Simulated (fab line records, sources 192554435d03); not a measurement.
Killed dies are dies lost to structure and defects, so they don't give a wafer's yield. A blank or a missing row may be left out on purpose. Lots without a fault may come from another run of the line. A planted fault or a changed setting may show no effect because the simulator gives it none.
Problem report in the 8D (eight disciplines) form, filled by code | flow n5_finfet | the parts of the form that need people (team, actions taken, sign-off) are left out

1. THE PROBLEM
cd_nm at N5_BEOL_M9_CD_MEAS_28 reads a mean of 67.89 nm on 6 wafers of 2 lots; wafers without a fault read 70.00 nm with a standard deviation of 0.23. That is -9.2 standard deviations from the usual mean.
The step: target cd 70 nm.
First seen on wafer L588.1, day 15 23:17, on cd_sem-03. The record holds 30 wafers of 10 lots with a number at this step. Rule for "out", or "out of limits": more than 4 standard deviations from the usual mean. The other wafers with a number count as sound.

2. WHAT IT IS AND WHAT IT IS NOT
question                    | is                     | is not
which readings at this step | cd_nm                  | -
which lots                  | L588, L593             | L573, L576, L578, L579, L582, L583, L586, L591
which wafers of those lots  | all that have a number | -
read on which gauges        | cd_sem-01, cd_sem-03   | cd_sem-02
when                        | from day 15 23:17      | up to then (21 sound wafers); but 3 sound wafers of L591 came after

3. SUSPECTS, AND WHAT RULES EACH OUT
Counting: a tool at a process step up to the reading stays a suspect if it ran every lot that is out and no sound lot after the first of them.
- the gauge at N5_BEOL_M9_CD_MEAS_28: ruled out. The wafers that are out were read on 2 gauges (cd_sem-01, cd_sem-03).
- euv_scanner-01 at N5_BEOL_M9_EXPOSE_25 (exposes mask V8): kept. It ran every lot that is out, first L588 (day 15 23:10), and no sound lot after that; its last sound lot up to then is L583 (day 14 08:05). Its own readings are out on those wafers: exposure_dose_mJ_cm2.
Left after counting: euv_scanner-01 at N5_BEOL_M9_EXPOSE_25.

4. THE CAUSE (what the simulator had put in)
Process parameter drift: euv_scanner-01, from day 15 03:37 on, at N5_BEOL_M9_EXPOSE_25. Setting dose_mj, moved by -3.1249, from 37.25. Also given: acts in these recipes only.
Counting left only this tool.

5. THE CHAIN OF EFFECTS, in route order
Each row: a reading whose mean over the struck wafers that have a number lies more than 3 standard deviations from the usual. Only readings for which the record gives a usual standard deviation are gone through. hours: the time from each lot's start at the first step in this table that gives one to its start at this step, as a median over the lots. sigmas: the change in usual standard deviations.
hours | step                  | reading              | usual    | on struck wafers | change | sigmas
0     | N5_BEOL_M9_EXPOSE_25  | exposure_dose_mJ_cm2 | 37.30    | 35.44            | -1.86  | -6.2
0     | N5_BEOL_M9_CD_MEAS_28 | cd_nm                | 70.00 nm | 67.89            | -2.11  | -9.2
The process steps in it:
- N5_BEOL_M9_EXPOSE_25: exposes mask V8.

6. WHAT WOULD HAVE CAUGHT IT SOONER
In this record the first reading out of limits at a measuring or inspecting step was taken at day 15 23:17, 20 hours after the fault began at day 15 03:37.
The tool's own readings at N5_BEOL_M9_EXPOSE_25 were out on every struck wafer that the step has a row for (exposure_dose_mJ_cm2): an alarm limit on them would have fired on the first of those.
Of the lots that are out (2), L593 began N5_BEOL_M9_EXPOSE_25 on euv_scanner-01 after day 15 23:17. A hold on the tool at that time would have spared it.
